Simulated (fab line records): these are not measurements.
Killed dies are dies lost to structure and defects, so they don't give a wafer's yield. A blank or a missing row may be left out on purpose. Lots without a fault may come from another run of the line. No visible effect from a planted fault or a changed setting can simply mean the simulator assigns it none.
Which tool did it?    flow n5_finfet    10 lots with 30 wafers sampled at 4 steps, on a route of 1938 steps

== WHAT THE GAUGES SHOWED, per wafer ==
N5_BEOL_M13_THK_MEAS_01.
lot   measured      on             M13_ILD_THK (nm)
L935  day 13 08:41  film_metro-02  823 826 841
L937  day 13 09:32  film_metro-01  828 834 472
L938  day 13 16:25  film_metro-01  822 826 837
L939  day 13 18:39  film_metro-02  853 480 856
L949  day 16 06:20  film_metro-01  831 832 842
L951  day 16 18:28  film_metro-02  823 842 841
L950  day 16 18:37  film_metro-01  829 853 852
L953  day 16 21:52  film_metro-01  827 836 830
L955  day 18 02:07  film_metro-02  831 820 843
L956  day 18 05:43  film_metro-02  836 838 857

== WHICH TOOL RAN EACH LOT (tool, then ch and the chambers of the sampled wafers, then the start) ==
lot   N5_BEOL_M12_DEGAS_41          N5_BEOL_M12_SPUTTER_43        N5_BEOL_M13_ILD_DEP_00
L935  pvd_sputter-01, day 13 07:14  pvd_sputter-01, day 13 07:19  pecvd-01 ch 1,2, day 13 08:32
L937  pvd_sputter-01, day 13 08:05  pvd_sputter-01, day 13 08:10  pecvd-01 ch 0,2, day 13 09:22
L938  pvd_sputter-02, day 13 14:59  pvd_sputter-02, day 13 15:04  pecvd-03 ch 0,1,2, day 13 16:16
L939  pvd_sputter-03, day 13 17:10  pvd_sputter-03, day 13 17:15  pecvd-01 ch 0,2, day 13 18:30
L949  pvd_sputter-01, day 16 04:20  pvd_sputter-01, day 16 04:25  pecvd-02 ch 0,2, day 16 06:11
L951  pvd_sputter-01, day 16 16:52  pvd_sputter-01, day 16 16:57  pecvd-03 ch 0,1,2, day 16 18:19
L950  pvd_sputter-03, day 16 17:05  pvd_sputter-03, day 16 17:10  pecvd-01 ch 0,1, day 16 18:28
L953  pvd_sputter-02, day 16 20:26  pvd_sputter-02, day 16 20:31  pecvd-03 ch 0,2, day 16 21:43
L955  pvd_sputter-02, day 18 00:23  pvd_sputter-02, day 18 00:28  pecvd-02 ch 0,2, day 18 01:58
L956  pvd_sputter-01, day 18 04:04  pvd_sputter-01, day 18 04:09  pecvd-01 ch 0,1, day 18 05:34
- N5_BEOL_M12_DEGAS_41: time 60 s.
- N5_BEOL_M12_SPUTTER_43: material TaN, target thk 15 nm, time 24.19 s.
- N5_BEOL_M13_ILD_DEP_00: deposits SiOC from DEMS/O2, target thk 837.92 nm, time 166.4 s.

== THE ANSWER, worked out from the rows above alone ==
Rule: what is usual is taken from the lots themselves. The widest of any qualifying gaps counts: lots, ordered by their means at a reading, are off when they make up no more than a third of the lots, leave a main group of 4 or more, and stand apart from it by 3 or more times the standard deviation of that group's means. A main group is skipped when, at the precision printed for the reading in the tables above, its means are all equal. Also off: a lot with no number at a reading for which 4 or more lots have one. Where the step has rows for the other lots, those lots are counted as sound.
Off: L937, L939, seen at N5_BEOL_M13_THK_MEAS_01 (M13_ILD_THK). Main group: mean 835 nm, sd 5.8.
A tool fits if, at a process step before that reading, it ran every lot that is off, and no sound lot after the first of them. The gauges at N5_BEOL_M13_THK_MEAS_01 are tried like those tools. Not one of the candidates tried fits.

== WHAT THE SIMULATOR HAD PUT IN ==
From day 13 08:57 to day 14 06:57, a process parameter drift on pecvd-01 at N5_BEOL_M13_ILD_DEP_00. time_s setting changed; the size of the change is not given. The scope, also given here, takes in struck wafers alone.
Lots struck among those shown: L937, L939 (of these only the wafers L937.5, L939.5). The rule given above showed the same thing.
